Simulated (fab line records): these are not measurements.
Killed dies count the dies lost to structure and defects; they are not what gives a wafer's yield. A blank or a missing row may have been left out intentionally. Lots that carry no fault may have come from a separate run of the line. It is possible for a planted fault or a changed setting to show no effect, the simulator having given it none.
The same fault as seen by 2 desks ; flow nand-harc ; each desk holds nothing but its own numbers, with what lay behind them at the end

AT THE METROLOGY DESK
Lot by lot, what the gauges showed, no matter which tool ran the lot: averages of those sampled wafers that carry a number. Marked OUT: a lot whose mean sits more than 4 standard deviations from the usual mean, which makes it out of limits; the brackets give that distance.
Columns: A = cd-nm at NHARC_P_CONTACT_CD_MEAS_12, usual 90.1 nm
lot;first seen here;A
L948;day 5 20:56;89.7
L950;day 6 18:13;90.2
L951;day 7 09:19;89.6
L953;day 7 18:43;90.6
L955;day 8 16:24;89.4
L959;day 10 10:02;89.3
L961;day 11 02:56;88.7
L964;day 12 14:08;90.8
L967;day 13 18:27;89.5
L969;day 14 09:34;89.7
L970;day 15 02:04;90.0
L971;day 15 19:21;90.6
This desk's finding: nothing out of limits on any of the 12 lots.

THE TOOL OWNER'S DESK: litho-track-06
The tool's own readings at NHARC_P_CONTACT_PEB_10 (peb time 65 s): means of the sampled wafers that have a number, for each lot that ran on this tool. Marked OUT: a lot whose mean sits more than 4 standard deviations from the usual mean, which makes it out of limits; the brackets give that distance.
Columns: A = exhaust-pa at NHARC_P_CONTACT_PEB_10, usual 45.4 Pa; B = heater-power-total-W at NHARC_P_CONTACT_PEB_10, usual 156.7 W
lot;first seen here;A;B
L948;day 5 20:51;44.9;156.8
L950;day 6 18:08;46.1;156.6
L953;day 7 18:38;45.3;157.0
L959;day 10 09:58;44.8;158.8 (+5.4) OUT
L961;day 11 02:51;44.9;158.4 (+4.2) OUT
This desk's finding: out of limits on L959, L961; first on L959, day 10 09:58 (heater-power-total-W at NHARC_P_CONTACT_PEB_10). L948, L950, L953: within limits.

TAKEN TOGETHER
An alarm could have come from the tool owner's desk at day 10 09:58, on L959, L961.
Nothing out of limits was seen by the metrology desk.
The metrology desk holds a record of L959, L961, inside its limits.
Every lot named ran NHARC_P_CONTACT_PEB_10 on litho-track-06.

WHAT THE SIMULATOR HAD INSERTED
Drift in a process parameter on litho-track-06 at NHARC_P_CONTACT_PEB_10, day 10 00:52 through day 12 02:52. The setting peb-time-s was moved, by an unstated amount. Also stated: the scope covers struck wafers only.
Struck lots among those shown: L959, L961.
Each desk's first reading out of limits, in hours after the fault started: the tool owner's desk, 9.
